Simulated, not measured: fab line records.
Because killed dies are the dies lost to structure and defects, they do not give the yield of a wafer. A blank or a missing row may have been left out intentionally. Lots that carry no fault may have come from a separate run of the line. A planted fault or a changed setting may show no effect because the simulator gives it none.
A lot that was struck, set against a sound lot | flow n5-finfet | 15 steps out of a route of 1938
Sound: wafers L576.3, L576.4, L576.5. Wafers L586.4, L586.5, L586.6 were the ones struck. At the end, the cause is stated.
At each step with rows: each side's tool, then ch and its chambers, then its first start. Under that, the readings that differ: sound wafers | struck wafers | difference of the means | sigmas: that difference in standard deviations of wafers without a fault.
alike: a reading whose means differ by less than 2 such deviations, as well as words and numbers matching on both sides. not compared: withheld readings; readings where some wafer has no value; bounds like >300 that might hide an equal value; numbers whose values overlap and for which the record gives no deviation.
Wherever a step has rows on one side only, a row that says differs or no value, or a row with sigmas, the two part there. When numbers do not overlap yet have no deviation, they are printed without sigmas and do not part them. A reading that every wafer of one side lacks parts them only if that side has two wafers or more.

first, 2 steps without rows for these wafers: N5_FIN_SAQP_STRIP_23 (strips in SPM, time 750 s); N5_FIN_SAQP_SRD_66 (time 30 s).
N5_FIN_SAQP_RECESS_75: chemistry HF/NH3, target SiO2, target depth 14.4 nm, afs cycles 3, sublimation time 60 s.
  sound on vapor-etch-02 ch 0,1, day 2 17:30; struck on vapor-etch-02 ch 0,1, day 5 05:27
  alike: drypump-motor-current-A
then, 1 step without rows for these wafers: N5_FIN_SAQP_SPACER1_ALD_24 (deposits SiO2, target thk 20.3 nm, pulse time 1 s, purge time 2 s).
N5_FIN_SAQP_SPACER1_ETCHBACK_25: etches SiO2 in CHF3/O2, target depth 24.4 nm, time 12.2 s.
  sound on rie-diel-03 ch 0,3, day 2 19:07; struck on rie-diel-05 ch 0,1,3, day 5 06:26
  alike: drypump-motor-current-A, oes-product-au, rf-fwd-power-W, rf-vpp-V, showerhead-plenum-p-Torr, throttle-valve-pct
  not compared: rf-hours-counter-h
N5_FIN_SAQP_MANDREL1_REMOVE_56: chemistry HBr/Cl2/O2, target a-Si, stops on SiNx, bt time 10 s.
  sound on rie-si-06 ch 0,2, day 2 19:13; struck on rie-si-03 ch 0,3, day 5 06:32
  alike: drypump-motor-current-A, oes-product-au, rf-fwd-power-W, throttle-valve-pct
  not compared: rf-hours-counter-h
N5_FIN_SAQP_CD_MEAS_27 targets a cd of 20 nm.
  sound on cd-sem-01 ch 0, day 2 19:19; struck on cd-sem-03 ch 0, day 5 06:39
  alike: cd-nm
then, 2 steps without rows for these wafers: N5_FIN_SAQP_ETCH_57 (etches SiNx in CH3F/O2, target depth 32.5 nm, time 46.4 s); N5_FIN_SAQP_ETCH_65 (etches SiO2 in CF4, target depth 4 nm, time 4.4 s).
N5_FIN_SAQP_MANDREL_ETCH_58: etches a-Si in HBr/Cl2, stops on SiNx, target depth 45 nm, bt time 10 s, time 27 s.
  sound on rie-si-03 ch 0,1,3, day 2 19:31; struck on rie-si-01 ch 1,2, day 5 06:50
  alike: drypump-motor-current-A, oes-product-au, rf-fwd-power-W, throttle-valve-pct
  not compared: rf-hours-counter-h
then, 2 steps without rows for these wafers: N5_FIN_SAQP_RECESS_63 (chemistry HF/NH3, target SiO2, target depth 18 nm, afs cycles 3, sublimation time 60 s); N5_FIN_SAQP_COAT_68 (time 60 s, resist thk 100 nm).
N5_FIN_SAQP_ETCH_69: etches SOC in N2/H2, stops on SiNx, target depth 150 nm.
  sound on rie-diel-03 ch 0,1, day 2 20:04; struck on rie-diel-03 ch 0,1, day 5 07:24
  reading                                   | sound             | struck               | difference | sigmas
  rf-fwd-power-W (W)                        | 847.0 846.1 844.3 | 1356.7 1361.9 1357.8 | +513.0     | +99 or more
  rf-vpp-V (V)                              | 243.1 244.1 243.1 | 205.3 207.5 207.0    | -36.8      | -23
  model.SOC_of_FIN_SAQP_COAT_68.thk-nm (nm) | 5.8 3 3           | 0 0 0                | -4         |
  alike: drypump-motor-current-A, oes-product-au, showerhead-plenum-p-Torr, throttle-valve-pct
  not compared: rf-hours-counter-h
N5_FIN_SAQP_ETCH_67: etches SiNx in CH3F/O2, target depth 30 nm.
  sound on rie-diel-03 ch 0,1, day 2 20:08; struck on rie-diel-03 ch 0,1, day 5 07:28
  alike: drypump-motor-current-A, oes-product-au, rf-fwd-power-W, rf-vpp-V, showerhead-plenum-p-Torr, throttle-valve-pct
  not compared: rf-hours-counter-h
-- here the record skips 10 days between the struck wafers' starts before and after, leaving off in module FIN_SAQP and picking up in module PASSIVATION (first step shown: number 1936 of the route) --
N5_PASSIVATION_PROBE_49:
  struck on prober-02, day 15 14:26; sound on prober-02, day 12 10:00
  alike: killed_at_M0_to_M3, killed_at_M4_up, killed-at-contacts, killed-at-front-end, killed-at-other, killed-dies, killed-open, killed-short

## WHERE THEY PART
Only at N5_FIN_SAQP_ETCH_69, as far as this record shows. Later steps at which nothing parts them and some readings are alike: N5_FIN_SAQP_ETCH_67, N5_PASSIVATION_PROBE_49.

WHY: whatever the simulator had introduced
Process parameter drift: rie-diel-03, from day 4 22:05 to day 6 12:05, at N5_FIN_SAQP_ETCH_69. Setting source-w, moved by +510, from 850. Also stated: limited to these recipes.
